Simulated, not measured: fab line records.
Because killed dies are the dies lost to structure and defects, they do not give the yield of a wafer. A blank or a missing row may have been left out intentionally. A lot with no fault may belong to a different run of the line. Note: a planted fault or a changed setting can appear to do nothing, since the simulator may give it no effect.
Split-lot trial + flow n5Finfet + on a route of 1938 steps: 7 lots, 21 wafers read

THE SPLIT ITSELF
At N5_MOL_CONTACT_COAG_VIA_ETCH_117 (etches SiO2 in C4F6/O2, target depth 40 nm, overetch 8 nm, time 26 s), the setting biasW was moved away from the recipe's 455 W on 7 of the 21 wafers read, by -9.8% to +17.2%. This setting was run at the recipe's value on the other wafers.

The reading comes from the split's own step.

THE READING
rfVppV, in V, at N5_MOL_CONTACT_COAG_VIA_ETCH_117 (etches SiO2 in C4F6/O2, target depth 40 nm, overetch 8 nm, time 26 s). On this fab line, fault-free wafers typically give 1589 V with a standard deviation of 12 V.

| wafer  | tool, chamber at the split | biasW as run, W | against the recipe | rfVppV, V | against lot-mates on the recipe |
|--------|----------------------------|-----------------|--------------------|-----------|---------------------------------|
| L074.1 | rieDiel-04, 0              | 455             | recipe             | 1589      | -                               |
| L074.4 | rieDiel-04, 3              | 455             | recipe             | 1598      | -                               |
| L074.5 | rieDiel-04, 2              | 455             | recipe             | 1588      | -                               |
| L080.1 | rieDiel-05, 1              | 515.3           | +13.3%             | 1739      | +155                            |
| L080.3 | rieDiel-05, 3              | 455             | recipe             | 1584      | -                               |
| L080.6 | rieDiel-05, 3              | 455             | recipe             | 1584      | -                               |
| L084.1 | rieDiel-04, 2              | 410.3           | -9.8%              | 1468      | -119                            |
| L084.2 | rieDiel-04, 3              | 410.3           | -9.8%              | 1479      | -108                            |
| L084.3 | rieDiel-04, 0              | 455             | recipe             | 1587      | -                               |
| L087.2 | rieDiel-04, 1              | 455             | recipe             | 1565      | -                               |
| L087.3 | rieDiel-04, 0              | 455             | recipe             | 1587      | -                               |
| L087.6 | rieDiel-04, 1              | 455             | recipe             | 1567      | -                               |
| L091.1 | rieDiel-04, 0              | 476.3           | +4.7%              | 1642      | +55                             |
| L091.4 | rieDiel-04, 3              | 476.3           | +4.7%              | 1652      | +65                             |
| L091.5 | rieDiel-04, 0              | 455             | recipe             | 1587      | -                               |
| L094.1 | rieDiel-02, 1              | 533.4           | +17.2%             | 1804      | +218                            |
| L094.3 | rieDiel-02, 0              | 455             | recipe             | 1586      | -                               |
| L094.5 | rieDiel-02, 2              | 533.4           | +17.2%             | 1803      | +217                            |
| L095.3 | rieDiel-04, 3              | 455             | recipe             | 1597      | -                               |
| L095.4 | rieDiel-04, 1              | 455             | recipe             | 1566      | -                               |
| L095.6 | rieDiel-04, 1              | 455             | recipe             | 1567      | -                               |

FIT RESULTS
A straight line over all 21 wafers: rfVppV changes by +12.3 V for each +1% of biasW; r = +0.99; the points scatter about the line by 11 V.
The same after taking each lot's own level away (the mean of its wafers on the recipe; 21 wafers): +12.2 V for each +1%; r = +1.00; scatter 8.3 V.
The reading moves by 2.1e+02 V for the largest change in biasW, on that fit.
The lots' own levels span 1573.0 to 1591.7 V, that is 1.6 times the standard deviation above.
Hence the lot-to-lot level has little effect on the slope; both slopes agree.
Check: with one of the wafers moved furthest among these (+17.2%) left out of the fit, the line predicts +209 V for it against its lot-mates. Against them it came out at +218 V.
Tool readings at the split's step, against how far the setting was moved: rfVppV r = +0.99.

THESE WAFERS: OTHER SPLITS
Other splits were also applied to these wafers ahead of the reading. Each is held against what the fit with the lots' levels taken away leaves over:
| other split on the same wafers | wafers away from the commonest value | r with rfVppV (lot level and that fit taken away) |
|--------------------------------|--------------------------------------|---------------------------------------------------|
| N5_SDB_COAT_05 spinRpm         | 8                                    | +0.04                                             |
| N5_HKMG_FIN_ETCH_55 timeS      | 7                                    | +0.24                                             |
| N5_GATE_CUT_COAT_27 spinRpm    | 8                                    | -0.10                                             |

THE FILE'S OWN FIT
rfVppV changes by +12.2 V for each +1% of biasW, r = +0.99.
